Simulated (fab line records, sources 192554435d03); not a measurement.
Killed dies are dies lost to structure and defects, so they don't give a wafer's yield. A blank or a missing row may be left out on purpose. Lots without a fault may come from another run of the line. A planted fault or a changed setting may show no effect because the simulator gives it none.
Chamber matching | flow n5_finfet | N5_MIM_TOP_LITHO_DESCUM_10 on rie_diel-03: 4 sister chambers
The step chemistry O2, time 7.9 s. 7 wafers are shown with their chamber, then 10 later ones without.

WAFERS WITH THEIR CHAMBER
wafer  | chamber | showerhead_plenum_p_Torr (Torr) | throttle_valve_pct (%)
L079.1 | 0       | 2.12                            | 20.38
L080.2 | 0       | 2.12                            | 20.39
L080.4 | 3       | 2.20                            | 20.60
L083.3 | 2       | 1.99                            | 20.52
L083.5 | 2       | 1.99                            | 20.53
L084.3 | 1       | 2.08                            | 20.92
L084.4 | 1       | 2.09                            | 20.93

WAFERS WITHOUT THEIR CHAMBER
wafer  | showerhead_plenum_p_Torr (Torr) | throttle_valve_pct (%)
L084.5 | 1.99                            | 20.51
L085.3 | 1.98                            | 20.53
L085.5 | 2.12                            | 20.40
L085.6 | 2.20                            | 20.62
L086.2 | 2.20                            | 20.62
L086.3 | 1.98                            | 20.52
L086.5 | 2.20                            | 20.62
L092.1 | 1.98                            | 20.54
L092.2 | 2.19                            | 20.64
L092.3 | 2.08                            | 20.94

WHICH CHAMBER EACH WENT THROUGH
wafer  | from the rows above | in truth
L084.5 | 2                   | 2
L085.3 | 2                   | 2
L085.5 | 0                   | 0
L085.6 | 3                   | 3
L086.2 | 3                   | 3
L086.3 | 2                   | 2
L086.5 | 3                   | 3
L092.1 | 2                   | 2
L092.2 | 3                   | 3
L092.3 | 1                   | 1
Placed correctly: 10 of 10. Can't be placed from these rows: 0. Placed wrongly: 0.
How it was worked out, from the rows above alone: a wafer's distance from a chamber is the root of the sum, over the readings, of the square of ((its reading less the chamber's mean) divided by the reading's scatter). The wafer belongs to the nearest chamber; if the next one is less than 2 further off, it can't be placed. A chamber's mean is the mean of its shown wafers. The scatter: the root of (the sum of the squares of (reading less its chamber's mean) over the shown wafers, divided by (wafers less chambers)).
